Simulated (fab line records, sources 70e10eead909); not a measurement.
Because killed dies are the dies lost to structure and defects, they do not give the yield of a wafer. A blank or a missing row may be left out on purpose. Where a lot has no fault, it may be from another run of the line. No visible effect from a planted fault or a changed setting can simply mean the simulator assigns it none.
3 desks, one fault || flow nandHarc || every desk sees just its own numbers, and what lay behind them comes last

## THE DEFECT DESK
Counts from the inspections along the route, per lot, as means over the sampled wafers that have a number. A lot is out of limits, marked OUT, if its mean lies more than 4 standard deviations from the usual mean; the brackets give that distance.
Columns: A = rawDefectCount at NHARC_P_M0_INSPECT_11, usual 4.4
{"lot": "L829", "first seen here": "day 6 07:53", "A": 3.7}
{"lot": "L831", "first seen here": "day 6 18:48", "A": 2.3}
{"lot": "L832", "first seen here": "day 7 10:47", "A": 3.7}
{"lot": "L833", "first seen here": "day 7 21:28", "A": 1.7}
{"lot": "L835", "first seen here": "day 8 16:20", "A": 4.3}
{"lot": "L837", "first seen here": "day 9 10:29", "A": 4.0}
{"lot": "L838", "first seen here": "day 9 14:14", "A": 2.0}
{"lot": "L839", "first seen here": "day 10 09:43", "A": 6.7}
{"lot": "L840", "first seen here": "day 10 16:09", "A": 6.7}
{"lot": "L841", "first seen here": "day 10 23:55", "A": 2.3}
{"lot": "L848", "first seen here": "day 14 02:37", "A": 6.7}
{"lot": "L851", "first seen here": "day 15 12:07", "A": 7.0}
{"lot": "L852", "first seen here": "day 15 15:23", "A": 3.3}
This desk's verdict: no lot among the 13 shows anything out of limits.

## THE METROLOGY DESK
What the gauges read for every lot (on any tool): the sampled wafers with a number, averaged. A lot is out of limits, marked OUT, if its mean lies more than 4 standard deviations from the usual mean; the brackets give that distance.
Columns: A = thkNm at NHARC_P_M0_THK_MEAS_24, usual 117.2 nm
{"lot": "L829", "first seen here": "day 6 10:44", "A": 117.5}
{"lot": "L831", "first seen here": "day 6 21:44", "A": 117.1}
{"lot": "L832", "first seen here": "day 7 13:12", "A": 116.7}
{"lot": "L833", "first seen here": "day 7 23:53", "A": 115.9}
{"lot": "L835", "first seen here": "day 8 18:44", "A": 117.5}
{"lot": "L837", "first seen here": "day 9 12:54", "A": 117.6}
{"lot": "L838", "first seen here": "day 9 16:39", "A": 115.8}
{"lot": "L839", "first seen here": "day 10 12:14", "A": 116.6}
{"lot": "L840", "first seen here": "day 10 18:40", "A": 116.7}
{"lot": "L841", "first seen here": "day 11 02:25", "A": 117.8}
{"lot": "L848", "first seen here": "day 14 04:59", "A": 116.4}
{"lot": "L851", "first seen here": "day 15 14:36", "A": 117.6}
{"lot": "L852", "first seen here": "day 15 17:50", "A": 116.8}
This desk's verdict: no lot among the 13 shows anything out of limits.

## DESK OF THE TOOL OWNER: rieDiel-05
The tool's own readings at NHARC_P_M0_ETCH_15 (etches the open film in C4F8/Ar, target depth 150 nm, overetch 15 nm, time 82.5 s): means of the sampled wafers that have a number, for each lot that ran on this tool. A lot is out of limits, marked OUT, if its mean lies more than 4 standard deviations from the usual mean; the brackets give that distance.
Columns: A = oesProductAu at NHARC_P_M0_ETCH_15, usual 0.952 a.u.; B = rfFwdPowerW at NHARC_P_M0_ETCH_15, usual 595.8 W; C = rfVppV at NHARC_P_M0_ETCH_15, usual 441.3 V
{"lot": "L829", "first seen here": "day 6 08:19", "A": 0.938, "B": 597.1, "C": 438.9}
{"lot": "L848", "first seen here": "day 14 02:50", "A": 0.919, "B": 596.5, "C": 443.1}
{"lot": "L851", "first seen here": "day 15 12:23", "A": "1.236 (+12) OUT", "B": 596.2, "C": 443.1}
{"lot": "L852", "first seen here": "day 15 15:41", "A": "1.226 (+12) OUT", "B": 596.5, "C": 441.2}
This desk's verdict: out of limits on L851, L852, starting with L851 at day 15 12:23 (oesProductAu at NHARC_P_M0_ETCH_15). L829, L848 stayed within limits.

## ALL TOGETHER
The tool owner's desk had the chance to raise an alarm at day 15 12:23 on L851, L852.
The defect desk saw nothing out of limits.
At the metrology desk, nothing out of limits was observed.
The defect desk has L851, L852 on record, within its limits.
The metrology desk holds a record of L851, L852, inside its limits.
On rieDiel-05, each named lot ran NHARC_P_M0_ETCH_15.

## WHAT WAS PUT IN BY THE SIMULATOR
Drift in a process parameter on rieDiel-05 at NHARC_P_M0_ETCH_15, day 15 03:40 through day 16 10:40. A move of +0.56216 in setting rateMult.
Shown lots that were struck: L851, L852.
Each desk's first reading out of limits, in hours after the fault started: the tool owner's desk, 9.
